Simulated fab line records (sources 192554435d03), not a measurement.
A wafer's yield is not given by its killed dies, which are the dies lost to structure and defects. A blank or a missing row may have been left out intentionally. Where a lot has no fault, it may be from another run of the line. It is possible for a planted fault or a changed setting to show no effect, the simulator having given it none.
Comparing a struck lot with a sound one :: flow n5_finfet :: 38 steps out of a route of 1938
Sound: these wafers, L408.1, L408.4, L408.5. The struck wafers were L419.1, L419.4, L419.6. The cause is named last.
Each step with rows lists, per side, the tool, then ch with its chambers, then its first start. Under that, the readings that differ: sound wafers :: struck wafers :: difference of the means :: sigmas: that difference in standard deviations of wafers without a fault.
alike: a reading whose means differ by less than 2 such deviations, as well as words and numbers matching on both sides. not compared: withheld readings; readings where some wafer has no value; bounds like >300 that might hide an equal value; numbers whose values overlap and for which the record gives no deviation.
A row with sigmas, a row that says differs or no value, or rows on one side alone: a step with any of these is where the two part. Non-overlapping numbers with no deviation appear without sigmas and do not part them. A reading missing from all wafers of one side parts the sides only when that side holds two or more wafers.

first, 11 steps without rows for these wafers: N5_BEOL_M0_SAQP_ETCH_102 (etches SiO2 in CF4, target depth 4 nm, time 4.4 s); N5_BEOL_M0_SAQP_MANDREL_ETCH_103 (etches a-Si in HBr/Cl2, stops on SiCN, target depth 45 nm, bt time 10 s, time 27 s); N5_BEOL_M0_SAQP_RECESS_104 (chemistry HF/NH3, target SiO2, target depth 18 nm, afs cycles 3, sublimation time 60 s); N5_BEOL_M0_SAQP_COAT_105 (time 60 s, resist thk 100 nm); N5_BEOL_M0_SAQP_ETCH_106 (etches SOC in N2/H2, stops on SiNx, target depth 150 nm); N5_BEOL_M0_SAQP_ETCH_107 (etches SiNx in CH3F/O2, target depth 30 nm); N5_BEOL_M0_SAQP_STRIP_108 (strips in N2/H2); N5_BEOL_M0_SAQP_RECESS_109 (chemistry HF/NH3, target SiO2, target depth 3 nm, afs cycles 1, sublimation time 60 s); N5_BEOL_M0_SAQP_SPACER2_ALD_26 (deposits SiO2, target thk 15 nm, pulse time 1 s, purge time 2 s); N5_BEOL_M0_SAQP_SPACER2_ETCHBACK_27 (etches SiO2 in CHF3/O2, target depth 22.5 nm, time 11.25 s); N5_BEOL_M0_SAQP_MANDREL2_REMOVE_110 (chemistry HBr/Cl2/O2, target a-Si, stops on SiCN, bt time 10 s).
N5_BEOL_M0_SAQP_COAT_69: time 60 s, resist thk 90 nm.
  sound on litho_track-02 ch 0, day 6 22:14; struck on litho_track-02 ch 0, day 9 14:28
reading: spin_speed_rpm (rpm)
sound: 1500.4 1498.8 1499.5
struck: 1543.3 1542.0 1542.2
difference: +42.9
sigmas: +46

reading: model.SOC_of_BEOL_M0_SAQP_COAT_69.thk_nm (nm)
sound: 90.4 90.2 90.2
struck: 89.2 89 89
difference: -1.2
sigmas: 
then, 15 steps without rows for these wafers: N5_BEOL_M0_SAQP_COAT_72 (time 60 s, resist thk 15 nm); N5_BEOL_M0_SAQP_COAT_87 (time 60 s, resist thk 5 nm); N5_BEOL_M0_SAQP_COAT_34 (resist thk 30 nm); N5_BEOL_M0_SAQP_EBR_36; N5_BEOL_M0_SAQP_SOFTBAKE_35 (time 60 s); N5_BEOL_M0_SAQP_EXPOSE_37 (exposes mask M0 CUT1, target cd 30 nm); N5_BEOL_M0_SAQP_PEB_38 (peb time 60 s); N5_BEOL_M0_SAQP_DEVELOP_39 (develop time 30 s); N5_BEOL_M0_SAQP_DESCUM_45 (chemistry O2, time 7 s); N5_BEOL_M0_SAQP_ETCH_88 (etches underlayer in N2/H2, target depth 6.5 nm, time 5.2 s); N5_BEOL_M0_SAQP_ETCH_73 (etches SiARC in CF4, target depth 19.5 nm, time 32.5 s); N5_BEOL_M0_SAQP_CUT_ETCH_46 (etches SOC in N2/H2, target depth 135 nm, overetch 27 nm, time 202.5 s); N5_BEOL_M0_SAQP_STRIP_74 (strips in N2/H2); N5_BEOL_M0_SAQP_STRIP_89 (strips in N2/H2); N5_BEOL_M0_SAQP_ALD_48 (deposits SiO2, target thk 20 nm, pulse time 1 s, co reactant pulse time 1 s).
N5_BEOL_M0_SAQP_ETCH_49: etches SiO2 in CF4/O2, target depth 37 nm.
  sound on rie_diel-02 ch 0,1,3, day 6 23:26; struck on rie_diel-02 ch 0,2,3, day 9 16:08
reading: model.SOC_of_BEOL_M0_SAQP_COAT_69.thk_nm (nm)
sound: 70.8 71 70.6
struck: 69.8 68.8 69.2
difference: -1.5
sigmas: 
  alike: chamber_pressure_mTorr, drypump_motor_current_A, oes_f_703_au, oes_o_777_au, oes_product_au, rf_vpp_V, showerhead_plenum_p_Torr, throttle_valve_pct
  not compared: rf_hours_counter_h
then, 8 steps without rows for these wafers: N5_BEOL_M0_SAQP_STRIP_75 (strips in CF4); N5_BEOL_M0_CUTY_COAT_50 (time 60 s, resist thk 15 nm); N5_BEOL_M0_CUTY_COAT_51 (resist thk 150 nm); N5_BEOL_M0_CUTY_EBR_52; N5_BEOL_M0_CUTY_SOFTBAKE_53 (time 60 s); N5_BEOL_M0_CUTY_EXPOSE_54 (exposes mask M0 ABLK); N5_BEOL_M0_CUTY_PEB_55 (peb time 60 s); N5_BEOL_M0_CUTY_DEVELOP_56 (develop time 30 s).
N5_BEOL_M0_CUTY_ETCH_63: etches SOC in N2/H2, target depth 82.7 nm, overetch 16.5 nm, time 124 s.
  sound on rie_diel-06 ch 1,3, day 7 00:17; struck on rie_diel-03 ch 0,1,2, day 9 16:43
reading: model.etch.depth_nm (nm)
sound: 70.77 70.95 70.65
struck: 69.7 68.85 69.18
difference: -1.5
sigmas: 
  alike: chamber_pressure_mTorr, drypump_motor_current_A, oes_product_au, rf_vpp_V, showerhead_plenum_p_Torr, throttle_valve_pct
  not compared: rf_hours_counter_h
-- the record jumps here: 2 days lie between the struck wafers' starts before and after (it left off in module BEOL_M0_CUTY and takes up again in module BEOL_M4, whose first step shown is number 1111 of the route) --
N5_BEOL_M4_RC_MEAS_101:
  sound on prober-01 ch 0, day 9 09:37; struck on prober-02 ch 0, day 11 21:03
  alike: DIBL_N, DIBL_P, IOFF_N, IOFF_P, ION_N, ION_P, SS_N, SS_P, VT_N, VT_P

== WHERE THEY PART ==
At N5_BEOL_M0_SAQP_COAT_69 and nowhere else, as far as this record goes. Later steps at which nothing parts them and some readings are alike: N5_BEOL_M0_SAQP_ETCH_49, N5_BEOL_M0_CUTY_ETCH_63, N5_BEOL_M4_RC_MEAS_101.

WHY: whatever the simulator had introduced
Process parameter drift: litho_track-02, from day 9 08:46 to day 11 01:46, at N5_BEOL_M0_SAQP_COAT_69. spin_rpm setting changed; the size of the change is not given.
